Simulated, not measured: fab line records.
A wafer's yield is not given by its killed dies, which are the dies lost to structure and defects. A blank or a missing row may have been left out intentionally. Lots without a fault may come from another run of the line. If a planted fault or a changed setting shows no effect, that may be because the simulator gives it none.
fab line records | flow n5_finfet | part 2 of 2: steps 5 to 6 of 6
record: lots: 20 | wafers: 60 | last_day: 18
route steps=1938 shown FIN_SAQP@136 FIN_CUT@168 DUMMY_GATE@214 SD_EPI_N@279 SD_EPI_P@314
lots that met no fault: taken from a fault-free run of the same line
start_h: the number of hours between the record's first day and the start of the first shown wafer of the lot | wait_h: hours elapsed since this lot's preceding step | " same as the row above | L1.1+2: a single row standing in for several wafers | - no value, or no start was given | * or withheld: withheld | < > ~ a bound
route shown NAME@n: names a module that has steps shown in the file, with the first one's number in the route | usual: mean/standard deviation of fault-free wafers | same: alike in all rows | chamber/n: place in a boat | sites: per-site readings | _std_site: the values' standard deviation | _edge_site: inner sites' mean taken away from outer sites' mean | radius_mm: how far each site lies from the wafer's centre | mask NAME#n: copy n | behind: the most recent tool/chamber to have shaped the wafer | hold: the reason the lot was held/the length of the hold in hours/how it ended | device: the n, p or np transistor that did not switch | end of line: tests run on the same wafers once the route is complete | for a step that has no rows: nothing shown but its recipe | killed: dies lost to structure and defects at the first sort, not the wafer's yield | map: a wafer's dies, marking killed ones x, the rest . and places with no die _
set.NAME: setting as actually run; set.NAME@STEP: the setting as run at that earlier step | model.NAME: the simulator's own value behind a step, which no gauge read
one table for each step of the route and one row for each wafer, over a sample of lots
services: when a tool's chamber went out of use (start_h, in hours from the record's first day, below 0 if earlier), for how many hours, and the reason
== steps ==
step: N5_SD_EPI_N_ETCH_16
recipe: chemistry: CHF3/O2 | target: SiO2 | target_depth_a: 50 | mask_material: SOC | pressure_mtorr: 30 | source_w: 650 | bias_w: 170 | Ar_flow_sccm: 200 | CHF3_flow_sccm: 50 | O2_flow_sccm: 5 | ion_energy_ev: 200
usual: drypump_motor_current_A: 5.8/0.31 | oes_product_au: 0.79/0.074 | rf_vpp_V: 525/5.3 | showerhead_plenum_p_Torr: 2.41/0.088 | throttle_valve_pct: 18.88/0.25
lot.wafer | tool        | chamber | start_h | wait_h | drypump_motor_current_A | oes_product_au | rf_hours_counter_h | rf_vpp_V | showerhead_plenum_p_Torr | throttle_valve_pct
L074.1    | rie_diel-03 | 0       | 47.51   | 0.1    | 5.0                     | 0.69           | 219                | 531      | 2.38                     | 19.07
L074.2    | "           | 2       | "       | "      | 5.5                     | 0.81           | 100                | 525      | 2.53                     | 19.17
L074.3    | "           | 1       | "       | "      | 6.4                     | 0.70           | 220                | 521      | 2.38                     | 18.84
L075.1    | rie_diel-01 | 1       | 53.65   | 0.1    | 5.9                     | 0.71           | 186                | 525      | 2.39                     | 18.84
L075.5    | "           | 3       | "       | "      | 5.7                     | 0.82           | -                  | 522      | 2.34                     | 19.00
L075.6    | "           | 2       | "       | "      | 6.2                     | 0.74           | -                  | 525      | 2.41                     | 18.76
L076.1    | rie_diel-01 | 2       | 61.40   | 0.1    | 6.2                     | 0.74           | 164                | 526      | 2.41                     | 18.76
L076.3    | "           | 3       | "       | "      | 5.7                     | 0.84           | 84                 | 521      | 2.34                     | 19.01
L076.4    | "           | 1       | "       | "      | 6.0                     | 0.72           | 189                | 525      | 2.39                     | 18.86
L077.1    | rie_diel-04 | 0       | 66.01   | 0.1    | 5.5                     | 0.91           | 31                 | 518      | 2.36                     | 18.49
L077.5    | "           | 2       | "       | "      | 5.6                     | 0.77           | -                  | 525      | 2.51                     | 19.27
L077.6    | "           | 0       | "       | "      | 5.5                     | 0.91           | -                  | 517      | 2.36                     | 18.47
L079.2    | rie_diel-01 | 1       | 78.36   | 0.1    | 5.9                     | 0.70           | 195                | 524      | 2.38                     | 18.88
L079.3    | "           | 0       | "       | "      | 6.1                     | 0.86           | 64                 | 526      | 2.34                     | 18.45
L079.4    | "           | 2       | "       | "      | 6.2                     | 0.72           | 171                | 525      | 2.41                     | 18.76
L080.1    | rie_diel-04 | 1       | 85.76   | 0.1    | 6.2                     | 0.91           | 18                 | 533      | 2.57                     | 18.87
L080.3    | "           | 0       | "       | "      | 5.5                     | 0.89           | 38                 | 517      | 2.36                     | 18.51
L080.5    | "           | 1       | "       | "      | 6.1                     | 0.90           | -                  | 533      | 2.57                     | 18.85
L081.1    | rie_diel-03 | 0       | 91.45   | 0.1    | 5.1                     | 0.68           | 234                | 533      | 2.37                     | 19.10
L081.4    | "           | 0       | "       | "      | 5.1                     | 0.68           | -                  | 531      | 2.37                     | 19.09
L081.6    | "           | 3       | "       | "      | 5.9                     | 0.79           | -                  | 516      | 2.33                     | 19.05
L082.1    | rie_diel-03 | 0       | 95.86   | 0.1    | 5.1                     | 0.68           | 236                | 533      | 2.37                     | 19.08
L082.4    | "           | 1       | "       | "      | 6.4                     | 0.68           | 237                | 520      | 2.38                     | 18.86
L082.5    | "           | 1       | "       | "      | 6.3                     | 0.69           | -                  | 518      | 2.38                     | 18.86
L083.2    | rie_diel-04 | 3       | 104.78  | 0.1    | 5.7                     | 0.90           | 13                 | 533      | 2.57                     | 18.98
L083.5    | "           | 1       | "       | "      | 6.2                     | 0.89           | -                  | 535      | 2.57                     | 18.87
L083.6    | "           | 0       | "       | "      | 5.5                     | 0.89           | -                  | 517      | 2.36                     | 18.51
L084.1    | rie_diel-04 | 2       | 109.41  | 0.1    | 5.6                     | 0.77           | 155                | 524      | 2.51                     | 19.30
L084.4    | "           | 0       | "       | "      | 5.5                     | 0.90           | 47                 | 516      | 2.36                     | 18.52
L084.5    | "           | 1       | "       | "      | 6.2                     | 0.88           | -                  | 534      | 2.57                     | 18.87
L085.1    | rie_diel-01 | 3       | 119.54  | 0.1    | 5.7                     | 0.80           | 100                | 521      | 2.33                     | 19.02
L085.4    | "           | 0       | "       | "      | 6.0                     | 0.85           | 78                 | 526      | 2.33                     | 18.48
L085.6    | "           | 3       | "       | "      | 5.7                     | 0.80           | -                  | 519      | 2.33                     | 19.03
L086.1    | rie_diel-04 | 0       | 122.32  | 0.1    | 5.5                     | 0.89           | 52                 | 516      | 2.35                     | 18.52
L086.4    | "           | 1       | "       | "      | 6.2                     | 0.87           | 31                 | 533      | 2.57                     | 18.88
L086.5    | "           | 2       | "       | "      | 5.6                     | 0.77           | -                  | 525      | 2.50                     | 19.29
L087.3    | rie_diel-01 | 3       | 127.50  | 0.1    | 5.7                     | 0.80           | 103                | 520      | 2.33                     | 19.03
L087.4    | "           | 1       | "       | "      | 6.0                     | 0.70           | 212                | 525      | 2.38                     | 18.92
L087.6    | "           | 0       | "       | "      | 6.1                     | 0.84           | -                  | 527      | 2.33                     | 18.48
L088.1    | rie_diel-03 | 2       | 134.46  | 0.1    | 5.5                     | 0.79           | 128                | 525      | 2.51                     | 19.20
L088.2    | "           | 1       | "       | "      | 6.3                     | 0.68           | 250                | 520      | 2.37                     | 18.88
L088.6    | "           | 0       | "       | "      | 5.1                     | 0.68           | -                  | 532      | 2.37                     | 19.12
L089.1    | rie_diel-01 | 3       | 140.81  | 0.1    | 5.7                     | 0.79           | 107                | 519      | 2.33                     | 19.04
L089.2    | "           | 0       | "       | "      | 6.0                     | 0.85           | 85                 | 527      | 2.33                     | 18.49
L089.4    | "           | 1       | "       | "      | 6.0                     | 0.69           | 216                | 523      | 2.38                     | 18.92
L090.1    | rie_diel-04 | 0       | 149.09  | 0.1    | 5.5                     | 0.87           | 60                 | 517      | 2.35                     | 18.54
L090.2    | "           | 2       | "       | "      | 5.6                     | 0.75           | 167                | 524      | 2.50                     | 19.32
L090.3    | "           | 3       | "       | "      | 5.7                     | 0.86           | 27                 | 534      | 2.57                     | 18.98
L092.1    | rie_diel-01 | 1       | 157.73  | 0.1    | 6.0                     | 0.69           | 222                | 525      | 2.37                     | 18.94
L092.2    | "           | 3       | "       | "      | 5.7                     | 0.79           | 112                | 521      | 2.33                     | 19.05
L092.3    | "           | 2       | "       | "      | 6.2                     | 0.71           | 198                | 525      | 2.40                     | 18.83
L094.1    | rie_diel-04 | 3       | 169.98  | 0.1    | 5.6                     | 0.85           | 36                 | 532      | 2.56                     | 19.02
L094.4    | "           | 0       | "       | "      | 5.5                     | 0.86           | -                  | 516      | 2.35                     | 18.54
L094.6    | "           | 2       | "       | "      | 5.6                     | 0.74           | -                  | 526      | 2.50                     | 19.32
L095.2    | rie_diel-04 | 3       | 176.05  | 0.1    | 5.7                     | 0.85           | 38                 | 534      | 2.56                     | 19.02
L095.3    | "           | 0       | "       | "      | 5.5                     | 0.86           | 71                 | 517      | 2.35                     | 18.56
L095.6    | "           | 2       | "       | "      | 5.6                     | 0.74           | -                  | 525      | 2.50                     | 19.34
L096.1    | rie_diel-01 | 1       | 181.41  | 0.1    | 5.9                     | 0.68           | 231                | 523      | 2.37                     | 18.92
L096.2    | "           | 2       | "       | "      | 6.2                     | 0.70           | 206                | 525      | 2.39                     | 18.84
L096.5    | "           | 1       | "       | "      | 5.9                     | 0.68           | -                  | 523      | 2.37                     | 18.92
step: N5_SD_EPI_P_SD_RECESS_17
recipe: chemistry: HBr/Cl2/O2 | target_depth_a: 391 | bt_time_s: 3 | pressure_mtorr: 10 | icp_w: 800 | bias_w: 112 | HBr_flow_sccm: 150 | Cl2_flow_sccm: 80 | O2_flow_sccm: 12
usual: HBr_flow_sccm: 150.0/0.43 | drypump_motor_current_A: 5.8/0.45 | oes_product_au: 0.994/0.012 | throttle_valve_pct: 36.84/0.28
lot.wafer | tool      | chamber | start_h | wait_h | HBr_flow_sccm | drypump_motor_current_A | oes_product_au | rf_hours_counter_h | throttle_valve_pct
L074.1    | rie_si-05 | 0       | 52.92   | 0.0    | 150.5         | 6.0                     | 0.999          | 192                | 36.73
L074.2    | "         | 3       | "       | "      | 149.7         | 6.1                     | 0.986          | 107                | 36.62
L074.3    | "         | 1       | "       | "      | 150.0         | 5.8                     | 1.001          | 86                 | 36.57
L075.1    | rie_si-02 | 1       | 58.42   | 0.0    | 150.1         | 6.2                     | 0.972          | 152                | 36.68
L075.5    | "         | 2       | "       | "      | 149.6         | 6.0                     | 0.990          | -                  | 37.30
L075.6    | "         | 3       | "       | "      | 150.1         | 6.3                     | 1.001          | -                  | 36.73
L076.1    | rie_si-02 | 1       | 66.01   | 0.0    | 150.3         | 6.2                     | 0.971          | 153                | 36.66
L076.3    | "         | 0       | "       | "      | 149.2         | 4.9                     | 0.975          | 161                | 36.92
L076.4    | "         | 3       | "       | "      | 150.7         | 6.3                     | 1.001          | 119                | 36.72
L077.1    | rie_si-05 | 2       | 70.53   | 0.0    | 150.7         | 4.9                     | 0.991          | 152                | 36.60
L077.5    | "         | 3       | "       | "      | 150.0         | 6.1                     | 0.988          | -                  | 36.61
L077.6    | "         | 2       | "       | "      | 151.0         | 4.9                     | 0.994          | -                  | 36.59
L079.2    | rie_si-02 | 0       | 82.88   | 0.0    | 149.2         | 4.9                     | 0.970          | 162                | 36.93
L079.3    | "         | 3       | "       | "      | 149.3         | 6.3                     | 1.010          | 119                | 36.72
L079.4    | "         | 2       | "       | "      | 150.1         | 6.0                     | 0.989          | 3                  | 37.31
L080.1    | rie_si-05 | 3       | 90.77   | 0.0    | 150.2         | 6.1                     | 0.983          | 108                | 36.62
L080.3    | "         | 0       | "       | "      | 149.4         | 6.0                     | 0.999          | 193                | 36.71
L080.5    | "         | 3       | "       | "      | 150.1         | 6.1                     | 0.981          | -                  | 36.59
L081.1    | rie_si-04 | 2       | 97.18   | 0.0    | 149.2         | 6.1                     | 1.006          | 78                 | 36.81
L081.4    | "         | 1       | "       | "      | 150.1         | 6.1                     | 1.005          | 4                  | 36.76
L081.6    | "         | 1       | "       | "      | 150.2         | 6.1                     | 1.000          | -                  | 36.74
L082.1    | rie_si-05 | 1       | 100.37  | 0.0    | 150.2         | 5.8                     | 0.993          | 87                 | 36.59
L082.4    | "         | 2       | "       | "      | 149.5         | 4.9                     | 1.000          | 152                | 36.62
L082.5    | "         | 2       | "       | "      | 150.0         | 4.9                     | 1.001          | -                  | 36.58
L083.2    | rie_si-04 | 1       | 109.31  | 0.0    | 150.1         | 6.1                     | 0.997          | 5                  | 36.77
L083.5    | "         | 0       | "       | "      | 149.7         | 5.8                     | 0.980          | -                  | 37.50
L083.6    | "         | 3       | "       | "      | 150.2         | 5.5                     | 1.012          | -                  | 37.02
L084.1    | rie_si-04 | 3       | 114.97  | 0.0    | 150.2         | 5.5                     | 0.995          | 80                 | 37.04
L084.4    | "         | 2       | "       | "      | 150.8         | 6.1                     | 1.006          | 78                 | 36.79
L084.5    | "         | 0       | "       | "      | 149.8         | 5.7                     | 0.980          | -                  | 37.50
L085.1    | rie_si-02 | 0       | 124.33  | 0.0    | 149.4         | 4.9                     | 0.980          | 162                | 36.92
L085.4    | "         | 2       | "       | "      | 150.3         | 6.0                     | 0.995          | 4                  | 37.29
L085.6    | "         | 2       | "       | "      | 150.7         | 6.0                     | 0.991          | -                  | 37.30
L086.1    | rie_si-04 | 0       | 126.86  | 0.0    | 150.7         | 5.8                     | 0.994          | 180                | 37.50
L086.4    | "         | 1       | "       | "      | 149.9         | 6.1                     | 0.992          | 5                  | 36.75
L086.5    | "         | 2       | "       | "      | 150.5         | 6.1                     | 1.008          | -                  | 36.80
L087.3    | rie_si-05 | 2       | 132.95  | 0.0    | 149.4         | 4.9                     | 0.993          | 153                | 36.60
L087.4    | "         | 3       | "       | "      | 149.7         | 6.1                     | 0.996          | 109                | 36.61
L087.6    | "         | 0       | "       | "      | 150.2         | 6.0                     | 1.011          | -                  | 36.72
L088.1    | rie_si-04 | 3       | 139.60  | 0.0    | 150.3         | 5.5                     | 0.997          | 81                 | 37.03
L088.2    | "         | 2       | "       | "      | 150.3         | 6.0                     | 1.015          | 78                 | 36.80
L088.6    | "         | 1       | "       | "      | 149.3         | 6.1                     | 0.994          | -                  | 36.76
L089.1    | rie_si-04 | 3       | 146.09  | 0.0    | 149.4         | 5.5                     | 1.008          | 81                 | 37.03
L089.2    | "         | 2       | "       | "      | 149.8         | 6.1                     | 1.011          | 78                 | 36.80
L089.4    | "         | 0       | "       | "      | 150.1         | 5.8                     | 0.984          | 181                | 37.50
L090.1    | rie_si-04 | 3       | 155.35  | 0.0    | 150.2         | 5.5                     | 1.008          | 81                 | 37.05
L090.2    | "         | 0       | "       | "      | 149.3         | 5.8                     | 0.981          | 181                | 37.51
L090.3    | "         | 1       | "       | "      | 150.1         | 6.1                     | 0.995          | 5                  | 36.74
L092.1    | rie_si-05 | 2       | 162.49  | 0.0    | 149.6         | 4.9                     | 0.985          | 154                | 36.60
L092.2    | "         | 3       | "       | "      | 149.5         | 6.1                     | 0.988          | 109                | 36.60
L092.3    | "         | 1       | "       | "      | 150.4         | 5.7                     | 1.000          | 88                 | 36.56
L094.1    | rie_si-05 | 2       | 174.50  | 0.0    | 150.1         | 4.9                     | 0.991          | 154                | 36.60
L094.4    | "         | 3       | "       | "      | 150.2         | 6.1                     | 0.993          | 110                | 36.61
L094.6    | "         | 3       | "       | "      | 150.4         | 6.1                     | 0.991          | -                  | 36.59
L095.2    | rie_si-04 | 1       | 180.79  | 0.0    | 150.4         | 6.1                     | 0.992          | 6                  | 36.75
L095.3    | "         | 0       | "       | "      | 149.6         | 5.8                     | 0.979          | 181                | 37.51
L095.6    | "         | 2       | "       | "      | 149.7         | 6.1                     | 1.009          | -                  | 36.80
L096.1    | rie_si-05 | 2       | 186.69  | 0.0    | 149.6         | 4.9                     | 0.996          | 154                | 36.59
L096.2    | "         | 1       | "       | "      | 150.9         | 5.7                     | 0.997          | 89                 | 36.55
L096.5    | "         | 0       | "       | "      | 150.1         | 6.0                     | 0.999          | -                  | 36.93
== services ==
tool        | chamber | start_h | hours | kind
rie_si-05   | 0       | 4.67    | 3.3   | repair
rie_diel-02 | 2       | 12.84   | 2.6   | repair
ald_sin-04  | 2       | 13.76   | 8.5   | repair
rie_diel-04 | 0       | 14.69   | 8.9   | repair
ald_sin-03  | -       | 21.89   | 0.8   | repair
ald_sin-03  | 2       | 24.61   | 2.6   | repair
ald_sin-04  | -       | 31.89   | 0.9   | repair
rie_diel-02 | 1       | 36.31   | 3.8   | repair
rie_diel-04 | -       | 37.53   | 0.2   | repair
rie_si-04   | -       | 55.76   | 1.7   | repair
rie_diel-02 | -       | 56.32   | 2.8   | pm
rie_diel-05 | 0       | 56.42   | 14.8  | repair
rie_diel-01 | 3       | 63.15   | 7.3   | repair
rie_diel-03 | 3       | 64.49   | 20.8  | repair
ald_sin-04  | 1       | 73.53   | 2.1   | repair
ald_sin-01  | 0       | 79.67   | 12.1  | repair
ald_sin-01  | -       | 85.25   | 14.0  | pm
rie_diel-03 | 2       | 88.25   | 5.0   | repair
rie_si-05   | 0       | 93.95   | 2.6   | repair
rie_diel-06 | 3       | 106.80  | 1.2   | repair
rie_diel-04 | 1       | 154.12  | 31.9  | repair
ald_sin-04  | -       | 164.71  | 0.3   | repair
rie_si-05   | 0       | 179.77  | 2.8   | repair
rie_diel-02 | 2       | 186.31  | 1.2   | repair
